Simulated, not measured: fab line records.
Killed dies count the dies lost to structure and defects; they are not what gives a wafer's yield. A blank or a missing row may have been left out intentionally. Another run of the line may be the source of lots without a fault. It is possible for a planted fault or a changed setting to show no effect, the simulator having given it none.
Problem report in the 8D (eight disciplines) form, filled by code	flow nand_harc	the parts of the form that need people (team, actions taken, sign-off) are left out

1. WHAT IS WRONG
Mean of run_length_s at NHARC_A_BONDPAD_ETCH_12: 122.8 s across 3 wafers in 2 lots; on wafers with no fault it is 131.1 s (standard deviation 0.44). Measured from the usual mean, that is -19 standard deviations.
The step: etches the open film in CHF3/O2, target depth 220 nm, time 110 s.
First seen on wafer L681.3, day 27 17:11, on rie_diel-13. The record has a number at this step for 42 wafers belonging to 14 lots. The rule behind "out" and "out of limits": a value lying over 4 standard deviations away from the usual mean. Any other wafer with a number is counted as sound.

2. WHAT IT IS; WHAT IT IS NOT
question	is	is not
which readings at this step	run_length_s	drypump_motor_current_A, oes_product_au, rf_vpp_V, showerhead_plenum_p_Torr, throttle_valve_pct
which lots	L680, L681	L669, L673, L674, L675, L677, L678, L679, L682, L689, L690, L691, L692
which wafers of those lots	L680.5, L681.3, L681.5	L680.4, L680.6, L681.6
read on which tools	rie_diel-13	rie_diel-10, rie_diel-11
when	from day 27 17:11	up to then (25 sound wafers); but 14 sound wafers of L680, L689, L690, L691, L692 came after

3. THE SUSPECTS, EACH WITH WHAT RULES IT OUT
Counting: any tool at a process step up to the reading remains a suspect provided it ran every lot that is out. Sound lots after the first of them don't rule it out here, since some wafers of a struck lot are sound.
- rie_diel-13 at NHARC_A_BONDPAD_DESCUM_11 (chemistry O2, time 3 s): kept. Ran every lot that is out, first one L681 (day 27 17:01); last sound lot up to then L679 (day 27 10:24).
- rie_diel-13 at NHARC_A_BONDPAD_ETCH_12 (etches the open film in CHF3/O2, target depth 220 nm, time 110 s): kept. Ran every lot that is out, first one L681 (day 27 17:11); last sound lot up to then L679 (day 27 10:35). Its own run_length_s readings are out on those wafers.
- rie_diel-13, NHARC_A_BONDPAD_ETCH_12: wafers that are out in chamber 0, sound lot-mates in chambers 1, 3.
What counting leaves: rie_diel-13 at NHARC_A_BONDPAD_DESCUM_11 and rie_diel-13 at NHARC_A_BONDPAD_ETCH_12.

4. THE CAUSE (what the simulator had put in)
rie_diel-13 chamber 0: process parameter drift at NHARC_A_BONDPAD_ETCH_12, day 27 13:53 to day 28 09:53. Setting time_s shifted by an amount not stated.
2 suspects survive the count, and this tool is in that group.

5. SEQUENCE OF EFFECTS, ordered by route
One row per reading whose mean, taken over the struck wafers that have a number, lies over 3 standard deviations from the usual. Only readings for which the record gives a usual standard deviation are gone through. hours: the time from each lot's start at the first step in this table that gives one to its start at this step, as a median over the lots. sigmas: the change in usual standard deviations.
hours	step	reading	usual	on struck wafers	change	sigmas
0	NHARC_A_BONDPAD_ETCH_12	run_length_s	131.1 s	122.8	-8.3	-19
Here are the process steps it includes:
- NHARC_A_BONDPAD_ETCH_12: etches the open film in CHF3/O2, target depth 220 nm, time 110 s.
Readings that are blank on the struck wafers while sound wafers have them: rf_fwd_power_W at NHARC_A_BONDPAD_ETCH_12.

6. HOW IT WOULD HAVE BEEN CAUGHT EARLIER
3 hours passed between the start of the fault at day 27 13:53 and the first reading out of limits in this record, taken at day 27 17:11.
